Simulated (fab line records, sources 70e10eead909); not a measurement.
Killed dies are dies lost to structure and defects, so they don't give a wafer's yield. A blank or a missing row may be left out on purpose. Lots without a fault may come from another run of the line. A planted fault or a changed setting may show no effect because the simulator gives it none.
Chamber matching | flow nand_harc | NHARC_A_STAIRCASE_TRIM_229 on rie_diel-05: 4 sister chambers
The step chemistry O2, time 211.2 s. 8 wafers are shown with their chamber, then 11 later ones without.

WAFERS WITH THEIR CHAMBER
wafer  | chamber | showerhead_plenum_p_Torr (Torr) | drypump_motor_current_A (A)
L082.4 | 2       | 3.50                            | 4.7
L085.1 | 3       | 3.70                            | 6.3
L085.3 | 0       | 3.31                            | 5.8
L085.4 | 1       | 3.64                            | 5.4
L089.2 | 1       | 3.63                            | 5.3
L089.3 | 3       | 3.69                            | 6.3
L089.6 | 0       | 3.31                            | 5.9
L090.1 | 2       | 3.49                            | 4.7

WAFERS WITHOUT THEIR CHAMBER
wafer  | showerhead_plenum_p_Torr (Torr) | drypump_motor_current_A (A)
L090.3 | 3.63                            | 5.3
L090.5 | 3.49                            | 4.7
L091.1 | 3.49                            | 4.7
L091.3 | 3.69                            | 6.3
L091.6 | 3.62                            | 5.3
L092.1 | 3.69                            | 6.3
L092.2 | 3.62                            | 5.3
L092.3 | 3.49                            | 4.7
L094.1 | 3.49                            | 4.7
L094.4 | 3.68                            | 6.3
L094.6 | 3.49                            | 4.7

WHICH CHAMBER EACH WENT THROUGH
wafer  | from the rows above | in truth
L090.3 | 1                   | 1
L090.5 | 2                   | 2
L091.1 | 2                   | 2
L091.3 | 3                   | 3
L091.6 | 1                   | 1
L092.1 | 3                   | 3
L092.2 | 1                   | 1
L092.3 | 2                   | 2
L094.1 | 2                   | 2
L094.4 | 3                   | 3
L094.6 | 2                   | 2
Placed correctly: 11 of 11. Can't be placed from these rows: 0. Placed wrongly: 0.
How it was worked out, from the rows above alone: a wafer's distance from a chamber is the root of the sum, over the readings, of the square of ((its reading less the chamber's mean) divided by the reading's scatter). The wafer belongs to the nearest chamber; if the next one is less than 2 further off, it can't be placed. A chamber's mean is the mean of its shown wafers. The scatter: the root of (the sum of the squares of (reading less its chamber's mean) over the shown wafers, divided by (wafers less chambers)).
